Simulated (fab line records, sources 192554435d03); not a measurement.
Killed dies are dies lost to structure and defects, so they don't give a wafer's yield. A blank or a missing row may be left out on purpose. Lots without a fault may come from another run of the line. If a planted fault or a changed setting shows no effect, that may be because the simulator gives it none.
fab line records | flow n5Finfet | part 2 of 2: steps 17 to 23 of 23
[record] lots = 5 wafers = 15 lastDay = 17
route steps=1938 shown HKMG_FIN@435
lots that met no fault: taken from a fault-free run of the same line
startH: hours from the record's first day to the start of the lot's first wafer shown | waitH: how many hours have passed since the lot's step before this one | " unchanged from the row above | L1.1+2: several wafers, shown together as one row | - value missing, or start not given | * or withheld: withheld | < > ~ a bound
route shown NAME@n: names a module that has steps shown in the file, with the first one's number in the route | usual: average and standard deviation across the fault-free wafers | same: alike in all rows | chamber/n: place in a boat | sites: the reading at each site | _std_site: standard deviation across them | _edge_site: inner sites' mean taken away from outer sites' mean | radiusMm: how far each site lies from the wafer's centre | mask NAME#n: copy n | behind: the last tool/chamber to shape the wafer | hold: what put the lot on hold/how long, in hours/how the hold closed | device: the n, p or np transistor that did not switch | end of line: tests run on the same wafers once the route is complete | step lacking rows: just its recipe | killed: the dies lost at the first sort to structure and to defects; this is not the yield of the wafer | map: the dies of a wafer, with x for killed, . for not killed, _ for no die there
set.NAME: the setting the step ran with; set.NAME@STEP: the setting that earlier step ran with | model.NAME: the simulator's own value behind a step, which no gauge read
lots at some steps of the route; a table a step, a row a wafer
services: when a tool's chamber went out of use (startH, in hours from the record's first day, below 0 if earlier), for how many hours, and the reason
[[steps]]
[step N5_HKMG_FIN_ETCH_67]
[recipe] chemistry = N2/H2 target = SOC targetDepthA = 3889 stopOn = TiN ionEnergyEv = 100 biasW = 61 pressureMtorr = 30 sourceW = 850 n2FlowSccm = 200 h2FlowSccm = 200
[usual] drypumpMotorCurrentA = 5.9/0.37 oesProductAu = 0.75/0.079 rfVppV = 240.8/1.1 showerheadPlenumPTorr = 2.56/0.058 throttleValvePct = 17.95/0.15
// columns lot.wafer tool chamber startH waitH drypumpMotorCurrentA oesProductAu rfHoursCounterH rfVppV showerheadPlenumPTorr throttleValvePct
L077.2 rieDiel-04 1 96.25 - 5.7 0.78 111 243.5 2.67 18.11
L077.3 " 2 " " 5.2 0.74 162 240.1 2.53 18.04
L077.5 " 3 " " 6.1 0.70 - 239.0 2.51 18.00
L084.2 rieDiel-01 3 139.99 - 6.1 0.86 40 242.6 2.58 17.87
L084.4 " 1 " " 6.7 0.72 187 239.3 2.53 18.15
L084.6 " 2 " " 5.9 0.75 - 240.7 2.55 17.72
L088.1 rieDiel-01 2 164.20 - 5.9 0.75 141 241.1 2.55 17.74
L088.2 " 0 " " 6.5 0.88 25 242.9 2.70 17.85
L088.6 " 2 " " 5.9 0.75 - 240.7 2.55 17.74
L091.3 rieDiel-01 0 193.96 - 6.4 0.87 36 242.6 2.70 17.85
L091.4 " 1 " " 6.6 0.71 205 241.3 2.52 18.17
L091.6 " 1 " " 6.6 0.71 - 239.8 2.52 18.17
L097.3 rieDiel-03 0 221.14 - 5.5 0.67 243 241.7 2.62 17.86
L097.5 " 1 " " 6.0 0.93 - 239.8 2.50 17.85
L097.6 " 0 " " 5.5 0.67 - 242.5 2.62 17.86
[step N5_HKMG_FIN_STRIP_90]
[recipe] chemistry = N2/H2 material = SOC timeS = 20 powerW = 500 tempC = 40 pressureMtorr = 50 rfFrequencyHz = 6e+07 biasPowerW = 8 h2Frac = 0.5 n2FlowSccm = 300 h2FlowSccm = 300
[usual] biasPowerW = 8.001/0.023 drypumpMotorCurrentA = 6.0/0.37 oesProductAu = 0.76/0.082 rfVppV = 54.3/0.79 showerheadPlenumPTorr = 3.38/0.074 throttleValvePct = 19.22/0.24
// columns lot.wafer tool chamber startH waitH biasPowerW drypumpMotorCurrentA oesProductAu rfHoursCounterH rfVppV showerheadPlenumPTorr throttleValvePct
L077.2 rieDiel-04 1 96.31 0.0 8.008 5.7 0.79 111 53.9 3.52 19.53
L077.3 " 2 " " 8.005 5.2 0.76 162 54.3 3.35 19.21
L077.5 " 3 " " 7.997 6.1 0.70 - 55.3 3.32 19.53
L084.2 rieDiel-01 3 140.05 0.0 8.033 6.1 0.87 40 54.9 3.41 19.16
L084.4 " 1 " " 7.993 6.6 0.74 187 54.7 3.34 19.55
L084.6 " 2 " " 8.012 5.9 0.77 - 53.2 3.37 19.16
L088.1 rieDiel-01 2 164.26 0.0 7.974 5.9 0.76 141 54.2 3.37 19.17
L088.2 " 0 " " 7.989 6.5 0.89 25 54.4 3.56 19.01
L088.6 " 2 " " 7.977 5.9 0.76 - 53.9 3.37 19.17
L091.3 rieDiel-01 0 194.02 0.0 7.977 6.5 0.87 36 54.6 3.55 19.02
L091.4 " 1 " " 8.055 6.7 0.72 205 53.2 3.33 19.56
L091.6 " 1 " " 8.011 6.6 0.73 - 54.2 3.33 19.57
L097.3 rieDiel-03 0 221.20 0.0 7.999 5.5 0.68 243 55.0 3.45 18.98
L097.5 " 1 " " 8.058 6.0 0.93 - 53.2 3.31 19.33
L097.6 " 0 " " 7.988 5.5 0.68 - 54.8 3.45 18.98
[step N5_HKMG_FIN_WET_ETCH_73]
[recipe] chemistry = SC1 mix = 1:2:40 tempC = 50 timeS = 42.3 targetDepthNm = 1.3 dry = ipaMarangoni rinseTimeS = 30 rinseTempC = 23
[usual] bathGuardTempC = 50.0/0.49
// columns lot.wafer tool chamber startH waitH bathGuardTempC
L077.2 wetBench-04 0 96.41 0.1 51.0
L077.3 " 4 " " 49.9
L077.5 " 6 " " 50.0
L084.2 wetBench-06 2 140.15 0.1 50.3
L084.4 " 6 " " 49.8
L084.6 " 1 " " 49.3
L088.1 wetBench-04 5 164.36 0.1 49.4
L088.2 " 2 " " 49.8
L088.6 " 7 " " 49.7
L091.3 wetBench-06 5 194.12 0.1 49.8
L091.4 " 7 " " 50.7
L091.6 " 1 " " 49.6
L097.3 wetBench-06 6 221.31 0.1 49.9
L097.5 " 2 " " 50.0
L097.6 " 0 " " 50.4
[step N5_HKMG_FIN_ETCHBACK_68]
[recipe] chemistry = Cl2/Ar stopOn = HfO2 targetDepthA = 5 pressureMtorr = 10 icpW = 600 biasW = 60 Cl2_flow_sccm = 40 Ar_flow_sccm = 60
[usual] drypumpMotorCurrentA = 5.9/0.44 oesProductAu = 0.75/0.12 throttleValvePct = 20.76/0.14
// columns lot.wafer tool chamber startH waitH drypumpMotorCurrentA oesProductAu rfHoursCounterH throttleValvePct
L077.2 rieMetal-01 0 96.47 0.0 5.4 0.70 71 20.87
L077.3 " 0 " " 5.4 0.70 - 20.87
L077.5 " 1 " " 5.3 0.62 - 20.70
L084.2 rieMetal-03 0 140.21 0.0 6.5 0.83 18 20.67
L084.4 " 0 " " 6.5 0.84 - 20.68
L084.6 " 0 " " 6.5 0.84 - 20.68
L088.1 rieMetal-01 1 164.42 0.0 5.3 0.61 120 20.72
L088.2 " 0 " " 5.4 0.69 78 20.87
L088.6 " 0 " " 5.4 0.69 - 20.88
L091.3 rieMetal-02 0 194.22 0.1 5.7 0.68 - 20.94
L091.4 " 1 " " 6.2 0.86 - 20.66
L091.6 " 0 " " 5.7 0.69 - 20.96
L097.3 rieMetal-03 1 221.41 0.1 6.0 0.88 - 20.62
L097.5 " 1 " " 5.9 0.90 - 20.60
L097.6 " 0 " " 6.5 0.82 - 20.69
[step N5_HKMG_FIN_STRIP_69]
[recipe] chemistry = N2/H2 powerW = 2500 tempC = 300 h2Frac = 0.65 timeS = 360 pressureMtorr = withheld n2FlowSccm = 1750 h2FlowSccm = 3250
[usual] drypumpMotorCurrentA = 5.83/0.039 heaterPowerW = 482/50
// columns lot.wafer tool chamber startH waitH drypumpMotorCurrentA heaterPowerW rfHoursCounterH
L077.2 plasmaAsher-01 0 96.61 0.1 5.83 512 90
L077.3 " 1 " " 5.84 425 -
L077.5 " 0 " " 5.84 509 -
L084.2 plasmaAsher-02 1 140.35 0.1 5.75 475 48
L084.4 " 1 " " 5.78 458 -
L084.6 " 0 " " 5.88 577 -
L088.1 plasmaAsher-01 0 164.56 0.1 5.81 502 103
L088.2 " 1 " " 5.81 422 103
L088.6 " 0 " " 5.82 500 -
L091.3 plasmaAsher-01 1 194.44 0.2 5.84 441 -
L091.4 " 0 " " 5.85 515 -
L091.6 " 0 " " 5.85 494 -
L097.3 plasmaAsher-01 0 221.63 0.2 5.84 499 -
L097.5 " 1 " " 5.84 428 -
L097.6 " 0 " " 5.83 503 -
[step N5_HKMG_FIN_ALD_21]
[recipe] material = TiN targetThkA = 15 tempC = 400 aldPrecursorFamily = TiCl4 aldCoReactant = NH3 pulseTimeS = 1 purgeTimeS = 3 coReactantPurgeTimeS = 2 coReactantPulseTimeS = 2 aldCycles = 68 pressureTorr = 3
[usual] heaterPowerW = 894/92 precursorPulseHeightRel = 1.000/0.02
[same] pulseTimeS = 1
// columns lot.wafer tool chamber startH waitH heaterPowerW precursorPulseHeightRel
L077.2 aldMetal-01 2 97.00 0.3 942 1.000
L077.3 " 3 " " 809 1.016
L077.5 " 2 " " 944 1.008
L084.2 aldMetal-03 2 140.73 0.3 816 1.029
L084.4 " 3 " " 1036 0.986
L084.6 " 1 " " 813 0.968
L088.1 aldMetal-03 0 164.95 0.3 777 1.003
L088.2 " 3 " " 1044 0.994
L088.6 " 0 " " 787 1.001
L091.3 aldMetal-03 0 194.70 0.1 775 1.018
L091.4 " 2 " " 814 0.989
L091.6 " 0 " " 794 0.994
L097.3 aldMetal-04 3 221.90 0.2 851 1.000
L097.5 " 0 " " 961 0.988
L097.6 " 1 " " 1020 1.007
[step N5_HKMG_FIN_ALD_72]
[recipe] material = W targetThkA = 20 tempC = 300 pressureTorr = 7.5 aldPrecursorFamily = WF6 aldCoReactant = B2H6 pulseTimeS = 1 purgeTimeS = 2 coReactantPurgeTimeS = 2 coReactantPulseTimeS = 3 aldCycles = 7
[usual] heaterPowerW = 474/78 precursorPulseHeightRel = 0.997/0.021
[same] pulseTimeS = 1
// columns lot.wafer tool chamber startH waitH heaterPowerW precursorPulseHeightRel
L077.2 cvdW-02 1 97.36 0.2 613 1.018
L077.3 " 0 " " 389 1.062
L077.5 " 1 " " 607 0.993
L084.2 cvdW-01 0 141.12 0.2 435 1.005
L084.4 " 0 " " 430 0.998
L084.6 " 0 " " 434 1.009
L088.1 cvdW-02 0 165.31 0.2 392 1.018
L088.2 " 1 " " 595 0.986
L088.6 " 0 " " 386 0.995
L091.3 cvdW-01 1 195.09 0.2 473 1.014
L091.4 " 0 " " 443 0.985
L091.6 " 1 " " 476 0.961
L097.3 cvdW-01 1 222.28 0.2 476 0.987
L097.5 " 1 " " 478 1.017
L097.6 " 0 " " 429 1.003
[[services]]
// columns tool chamber startH hours kind
wetBench-01 - 86.46 1.7 repair
rieDiel-03 3 90.78 8.7 repair
cvdW-01 1 92.31 58.0 repair
aldMetal-01 - 97.34 2.8 pm
rieMetal-02 - 101.95 14.6 pm
aldMetal-04 - 110.42 12.1 repair
rieDiel-03 2 120.65 6.2 repair
rieDiel-01 1 121.10 5.2 repair
aldMetal-01 0 132.30 3.4 repair
aldMetal-03 3 141.46 3.9 repair
rieMetal-03 - 144.48 14.6 pm
rieDiel-03 0 155.80 6.7 repair
aldMetal-01 1 155.90 6.0 repair
aldMetal-03 1 160.26 65.4 repair
rieDiel-03 1 180.59 - clean
rieDiel-03 1 180.59 - consumableReplace:focusRing
rieDiel-03 1 180.59 22.5 scheduledDown
rieDiel-03 1 180.59 22.5 ventCycle
rieMetal-03 0 184.21 10.9 repair
rieMetal-02 - 190.48 2.7 repair
cvdW-01 0 207.58 14.3 repair
rieDiel-03 3 213.59 - clean
rieDiel-03 3 213.59 - consumableReplace:focusRing
cvdW-02 - 219.10 2.8 pm
